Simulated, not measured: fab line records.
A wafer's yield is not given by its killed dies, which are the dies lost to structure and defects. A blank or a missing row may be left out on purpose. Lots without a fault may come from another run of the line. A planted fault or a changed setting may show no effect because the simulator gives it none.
Lot-split experiment || flow n5_finfet || on a route of 1938 steps: 7 lots, 21 wafers read

ON THE SPLIT
At N5_BEOL_M14_DEP_53 (deposits SiCN from 3MS/NH3, target thk 50 nm, time 17.8 s), the setting time_s was moved away from the recipe's 17.8 s on 8 of the 21 wafers read, by -13.7% to +9.6%. All remaining wafers had this setting at the recipe value.

The reading is taken at the split's own step.

THE READING
SiCN_of_BEOL_M14_DEP_53.thk_nm (the simulator's own value, which no gauge read), in nm, at N5_BEOL_M14_DEP_53 (deposits SiCN from 3MS/NH3, target thk 50 nm, time 17.8 s). There is no usual value for it anywhere in the file. Average 49.8 nm, standard deviation 0.54 nm, over the 13 wafers here run with the recipe.

{"wafer": "L078.2", "tool, chamber at the split": "pecvd-03, 0", "time_s as run, s": 16.58, "against the recipe": "-6.9%", "SiCN_of_BEOL_M14_DEP_53.thk_nm, nm": 46.2, "against lot-mates on the recipe": -3.2}
{"wafer": "L078.5", "tool, chamber at the split": "pecvd-03, 0", "time_s as run, s": 16.58, "against the recipe": "-6.9%", "SiCN_of_BEOL_M14_DEP_53.thk_nm, nm": 47.8, "against lot-mates on the recipe": -1.6}
{"wafer": "L078.6", "tool, chamber at the split": "pecvd-03, 2", "time_s as run, s": 17.8, "against the recipe": "recipe", "SiCN_of_BEOL_M14_DEP_53.thk_nm, nm": 49.4, "against lot-mates on the recipe": "-"}
{"wafer": "L081.1", "tool, chamber at the split": "pecvd-03, 0", "time_s as run, s": 19.51, "against the recipe": "+9.6%", "SiCN_of_BEOL_M14_DEP_53.thk_nm, nm": 53.6, "against lot-mates on the recipe": "+3.2"}
{"wafer": "L081.3", "tool, chamber at the split": "pecvd-03, 1", "time_s as run, s": 19.51, "against the recipe": "+9.6%", "SiCN_of_BEOL_M14_DEP_53.thk_nm, nm": 55, "against lot-mates on the recipe": "+4.6"}
{"wafer": "L081.4", "tool, chamber at the split": "pecvd-03, 0", "time_s as run, s": 17.8, "against the recipe": "recipe", "SiCN_of_BEOL_M14_DEP_53.thk_nm, nm": 50.4, "against lot-mates on the recipe": "-"}
{"wafer": "L080.2", "tool, chamber at the split": "pecvd-01, 1", "time_s as run, s": 17.8, "against the recipe": "recipe", "SiCN_of_BEOL_M14_DEP_53.thk_nm, nm": 50.2, "against lot-mates on the recipe": "-"}
{"wafer": "L080.4", "tool, chamber at the split": "pecvd-01, 0", "time_s as run, s": 17.8, "against the recipe": "recipe", "SiCN_of_BEOL_M14_DEP_53.thk_nm, nm": 50.4, "against lot-mates on the recipe": "-"}
{"wafer": "L080.5", "tool, chamber at the split": "pecvd-01, 1", "time_s as run, s": 17.8, "against the recipe": "recipe", "SiCN_of_BEOL_M14_DEP_53.thk_nm, nm": 50, "against lot-mates on the recipe": "-"}
{"wafer": "L082.1", "tool, chamber at the split": "pecvd-04, 0", "time_s as run, s": 15.36, "against the recipe": "-13.7%", "SiCN_of_BEOL_M14_DEP_53.thk_nm, nm": 43, "against lot-mates on the recipe": -6.4}
{"wafer": "L082.4", "tool, chamber at the split": "pecvd-04, 0", "time_s as run, s": 15.36, "against the recipe": "-13.7%", "SiCN_of_BEOL_M14_DEP_53.thk_nm, nm": 43, "against lot-mates on the recipe": -6.4}
{"wafer": "L082.3", "tool, chamber at the split": "pecvd-04, 2", "time_s as run, s": 17.8, "against the recipe": "recipe", "SiCN_of_BEOL_M14_DEP_53.thk_nm, nm": 49.4, "against lot-mates on the recipe": "-"}
{"wafer": "L084.1", "tool, chamber at the split": "pecvd-04, 1", "time_s as run, s": 17.8, "against the recipe": "recipe", "SiCN_of_BEOL_M14_DEP_53.thk_nm, nm": 49.2, "against lot-mates on the recipe": "-"}
{"wafer": "L084.2", "tool, chamber at the split": "pecvd-04, 0", "time_s as run, s": 17.8, "against the recipe": "recipe", "SiCN_of_BEOL_M14_DEP_53.thk_nm, nm": 49.8, "against lot-mates on the recipe": "-"}
{"wafer": "L084.5", "tool, chamber at the split": "pecvd-04, 2", "time_s as run, s": 18.73, "against the recipe": "+5.2%", "SiCN_of_BEOL_M14_DEP_53.thk_nm, nm": 52.4, "against lot-mates on the recipe": "+2.9"}
{"wafer": "L093.3", "tool, chamber at the split": "pecvd-03, 2", "time_s as run, s": 18.76, "against the recipe": "+5.4%", "SiCN_of_BEOL_M14_DEP_53.thk_nm, nm": 51.6, "against lot-mates on the recipe": "+1.4"}
{"wafer": "L093.4", "tool, chamber at the split": "pecvd-03, 2", "time_s as run, s": 17.8, "against the recipe": "recipe", "SiCN_of_BEOL_M14_DEP_53.thk_nm, nm": 49.8, "against lot-mates on the recipe": "-"}
{"wafer": "L093.5", "tool, chamber at the split": "pecvd-03, 1", "time_s as run, s": 17.8, "against the recipe": "recipe", "SiCN_of_BEOL_M14_DEP_53.thk_nm, nm": 50.6, "against lot-mates on the recipe": "-"}
{"wafer": "L094.2", "tool, chamber at the split": "pecvd-04, 1", "time_s as run, s": 17.8, "against the recipe": "recipe", "SiCN_of_BEOL_M14_DEP_53.thk_nm, nm": 49, "against lot-mates on the recipe": "-"}
{"wafer": "L094.3", "tool, chamber at the split": "pecvd-04, 2", "time_s as run, s": 17.8, "against the recipe": "recipe", "SiCN_of_BEOL_M14_DEP_53.thk_nm, nm": 48.8, "against lot-mates on the recipe": "-"}
{"wafer": "L094.4", "tool, chamber at the split": "pecvd-04, 1", "time_s as run, s": 17.8, "against the recipe": "recipe", "SiCN_of_BEOL_M14_DEP_53.thk_nm, nm": 49.8, "against lot-mates on the recipe": "-"}

FIT RESULTS
A straight line over all 21 wafers: SiCN_of_BEOL_M14_DEP_53.thk_nm changes by +0.47 nm for each +1% of time_s; r = +0.98; the points scatter about the line by 0.62 nm.
The same after taking each lot's own level away (the mean of its wafers on the recipe; 21 wafers): +0.43 nm for each +1%; r = +0.98; scatter 0.56 nm.
According to that fit, moving time_s by its largest amount changes the reading by 5.9 nm.
The lots' own levels span 49.20 to 50.40 nm, that is 2.2 times the standard deviation above.
Consequently the slope shifts little with the lot-to-lot level, the two slopes agreeing.
Check: -5.73 nm against its lot-mates is what the line predicts for one of the wafers moved furthest among these (-13.7%) when that wafer is left out of the fit. Against them it came out at -6.4 nm.

THE OTHER SPLITS THESE WAFERS WENT THROUGH
Note: prior to the reading, these wafers also went through further splits. Each is held against what the fit with the lots' levels taken away leaves over:
{"other split on the same wafers": "N5_BEOL_M8_DESCUM_16 time_s", "wafers away from the commonest value": 8, "r with SiCN_of_BEOL_M14_DEP_53.thk_nm (lot level and that fit taken away)": "+0.00"}
{"other split on the same wafers": "N5_BEOL_M8_COAT_22 spin_rpm", "wafers away from the commonest value": 4, "r with SiCN_of_BEOL_M14_DEP_53.thk_nm (lot level and that fit taken away)": "+0.39"}
{"other split on the same wafers": "N5_BEOL_M9_ETCH_66 time_s", "wafers away from the commonest value": 7, "r with SiCN_of_BEOL_M14_DEP_53.thk_nm (lot level and that fit taken away)": "+0.23"}
{"other split on the same wafers": "N5_BEOL_M10_EXPOSE_08 dose_mj", "wafers away from the commonest value": 3, "r with SiCN_of_BEOL_M14_DEP_53.thk_nm (lot level and that fit taken away)": -0.22}
{"other split on the same wafers": "N5_BEOL_M14_COAT_22 spin_rpm", "wafers away from the commonest value": 6, "r with SiCN_of_BEOL_M14_DEP_53.thk_nm (lot level and that fit taken away)": "+0.20"}
{"other split on the same wafers": "N5_BEOL_M14_EXPOSE_25 dose_mj", "wafers away from the commonest value": 7, "r with SiCN_of_BEOL_M14_DEP_53.thk_nm (lot level and that fit taken away)": "+0.26"}

THE FILE'S OWN FIT
SiCN_of_BEOL_M14_DEP_53.thk_nm changes by +0.428 nm for each +1% of time_s, r = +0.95.
